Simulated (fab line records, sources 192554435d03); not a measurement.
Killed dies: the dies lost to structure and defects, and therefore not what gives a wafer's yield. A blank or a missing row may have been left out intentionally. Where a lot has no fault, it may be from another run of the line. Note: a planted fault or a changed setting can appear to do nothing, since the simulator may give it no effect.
A struck lot beside a sound one || flow n5 finfet || 15 out of 1938 route steps
Sound: wafers L741.2, L741.3, L741.6. The struck wafers were L746.1, L746.3, L746.4. The cause is given at the end.
Per side, at each step with rows, come the tool, then ch with its chambers, and then its first start. Under that, the readings that differ: sound wafers || struck wafers || difference of the means || sigmas: that difference in standard deviations of wafers without a fault.
alike: words and numbers the same on both sides, and readings whose means are apart by under 2 such deviations; not compared: readings that were withheld, readings missing a value for some wafer, numbers with overlapping values and no deviation given by the record, and bounds like >300 which may hide the same value.
The two part at a step that has a row with sigmas, a row that says differs or no value, or rows on one side only. Numbers that don't overlap but have no deviation are shown without sigmas and don't part them. A reading that every wafer of one side lacks parts them only if that side has two wafers or more.

first, 5 steps without rows for these wafers: N5_BEOL_M15_SOFTBAKE_05 (time 60 s); N5_BEOL_M15_EXPOSE_07 (exposes mask V14); N5_BEOL_M15_PEB_08 (peb time 90 s); N5_BEOL_M15_DEVELOP_09 (develop time 45 s); N5_BEOL_M15_HARDBAKE_14 (time 120 s).
N5_BEOL_M15_CD_MEAS_10 targets a cd of 360 nm.
  sound on cd sem-03 ch 0, day 13 15:07; struck on cd sem-01 ch 0, day 15 02:59
  alike: cd nm
N5_BEOL_M15_OVL_MEAS_11:
  sound on overlay-02 ch 0, day 13 15:09; struck on overlay-01 ch 0, day 15 03:01
  alike: V14_OVL
N5_BEOL_M15_INSPECT_12: inspects for defects (macro).
  sound on defect inspect-02 at day 13 15:11; struck on defect inspect-01 at day 15 03:02
  alike: raw defect count
N5_BEOL_M15_DESCUM_15: chemistry O2, time 7.9 s.
  sound on rie diel-03 ch 0,3, day 13 15:13; struck on rie diel-03 ch 0,1,2, day 15 03:04
  alike: drypump motor current A, o2 flow sccm, oes product au, rf vpp V, showerhead plenum p Torr, throttle valve pct
  not compared: rf hours counter h
N5_BEOL_M15_ETCH_59: etches BARC in N2/H2, target depth 89 nm, overetch 26.7 nm, time 67.9 s.
  sound on rie diel-03 ch 0,3, day 13 15:15; struck on rie diel-03 ch 0,1,2, day 15 03:07
  alike: drypump motor current A, h2 flow sccm, oes product au, rf vpp V, showerhead plenum p Torr, throttle valve pct
  not compared: rf hours counter h
N5_BEOL_M15_VIA_ETCH_16: etches SiO2 in C4F8/O2/Ar, target depth 1792.2 nm.
  sound on rie diel-03 ch 0,3, day 13 15:18; struck on rie diel-03 ch 0,1,2, day 15 03:10
  alike: O2_flow_sccm, drypump motor current A, oes_ar_750_au, oes_o_777_au, oes product au, rf vpp V, showerhead plenum p Torr, throttle valve pct
N5_BEOL_M15_STRIP_63: strips in O2.
  sound: rie diel-03 ch 0,3; struck: rie diel-03 ch 0,1,2
  alike: chamber pressure mTorr, drypump motor current A, o2 flow sccm, oes product au, rf vpp V, showerhead plenum p Torr, throttle valve pct
  not compared: rf hours counter h
N5_BEOL_M15_STRIP_64: strips in O2.
  sound on rie diel-03 ch 0,3, day 13 15:00; struck on rie diel-03 ch 0,1,2, day 15 03:00
  no value came back on the struck wafers for any of 8 readings (bias power w (W), chamber pressure mTorr (mTorr) and others); on the sound wafers bias power w (W) reads 0 0 0
{"reading": "model.BARC_of_BEOL_M15_COAT_58.thk nm (nm)", "sound": "0 0 0", "struck": "88.6 89 88.8", "difference": "+88.8", "sigmas": ""}
  not compared: rf hours counter h
then, 2 steps without rows for these wafers: N5_BEOL_M15_STRIP_65 (strips in post etch residue remover, time 60 s); N5_PASSIVATION_PROBE_49.

## WHERE THEY PART
Within this record, at N5_BEOL_M15_STRIP_64 only.

WHY: what the simulator had put in
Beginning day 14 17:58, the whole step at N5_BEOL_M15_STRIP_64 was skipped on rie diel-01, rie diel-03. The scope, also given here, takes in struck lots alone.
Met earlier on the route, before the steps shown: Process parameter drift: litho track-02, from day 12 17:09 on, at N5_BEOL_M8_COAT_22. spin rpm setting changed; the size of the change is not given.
